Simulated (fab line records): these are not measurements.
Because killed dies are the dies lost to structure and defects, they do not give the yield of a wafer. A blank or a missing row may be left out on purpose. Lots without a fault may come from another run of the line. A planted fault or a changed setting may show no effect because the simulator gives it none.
Problem report, 8D (eight disciplines) form, completed by code | flow nand_harc | the parts of the form that need people (team, actions taken, sign-off) are left out

## 1. WHAT IS WRONG
Wafers without a fault read 998 nm, standard deviation 9.1; thk_nm at NHARC_A_ONON_D1_THK_MEAS_27 reads a mean of 632 nm on 6 wafers belonging to 2 lots. Relative to the usual mean, that is a shift of -40 standard deviations.
The step: measures by ellipsometry.
Earliest sighting: wafer L131.1 on film_metro-02 at day 11 19:17. Wafers with a number at this step in the record: 36, from 12 lots. The rule behind "out" and "out of limits": a value lying over 4 standard deviations away from the usual mean. The rest of the wafers with a number are treated as sound.

## 2. WHAT IT IS AND WHAT IT IS NOT
question                    | is                           | is not
which readings at this step | thk_nm                       | -
which lots                  | L131, L134                   | L123, L125, L135, L138, L140, L141, L142, L144, L145, L146
which wafers of those lots  | all that have a number       | -
read on which gauges        | film_metro-01, film_metro-02 | -
when                        | from day 11 19:17            | up to then (6 sound wafers); but 24 sound wafers of L135, L138, L140, L141, L142, L144, L145, L146 came after

## 3. WHAT RULES OUT EACH SUSPECT
Counting: a tool at a process step up to the reading stays a suspect if it ran every lot that is out and no sound lot after the first of them.
- the gauge at NHARC_A_ONON_D1_THK_MEAS_27 has been ruled out. Those wafers that are out were read across 2 gauges (film_metro-01, film_metro-02).
- rtp_anneal-01 at NHARC_P_BONDPAD_ANNEAL_28 (time 90 s): ruled out as a lasting fault. Sound lots L144, L145 ran on it after its first lot that is out, L131 (day 10 04:30).
- pecvd_onon-02 at NHARC_A_ONON_D1_DEP_25 (target thk 1000 nm): ruled out as a lasting fault. Sound lots L141, L145, L146 ran on it after its first lot that is out, L131 (day 11 18:47).
Left after counting: nothing in the record.

## 4. THE CAUSE (what the simulator had put in)
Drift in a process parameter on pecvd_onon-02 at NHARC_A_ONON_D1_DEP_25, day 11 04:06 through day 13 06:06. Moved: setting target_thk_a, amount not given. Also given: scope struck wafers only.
It was ruled out by counting, in error; the rule expects a fault to strike all lots run on its tool from its start on, and this fault did not.

## 5. THE CHAIN OF EFFECTS, in route order
Each row: a reading whose mean over the struck wafers that have a number lies more than 3 standard deviations from the usual. Only readings whose record carries a usual standard deviation are examined. hours: median over the lots of the time between each lot's start at the first step of this table that gives one and its start at this step. sigmas: the change, counted in usual standard deviations.
hours | step                        | reading         | usual  | on struck wafers | change | sigmas
0     | NHARC_A_ONON_D1_THK_MEAS_27 | thk_nm          | 998 nm | 632              | -366   | -40
390   | NHARC_END_SORT_01           | killed_at_array | 59     | 672              | +613   | +29
390   | NHARC_END_SORT_01           | killed_dies     | 64     | 677              | +613   | +29

## 6. HOW IT WOULD HAVE BEEN CAUGHT EARLIER
Counted from the fault's start at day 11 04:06, it took 15 hours until the first out-of-limits reading at a measuring or inspecting step in this record, taken at day 11 19:17.
An alarm limit of 4 standard deviations would not have fired on the tool readings at NHARC_A_ONON_D1_DEP_25 for which the record gives a usual standard deviation, since none of them was out on any struck wafer.
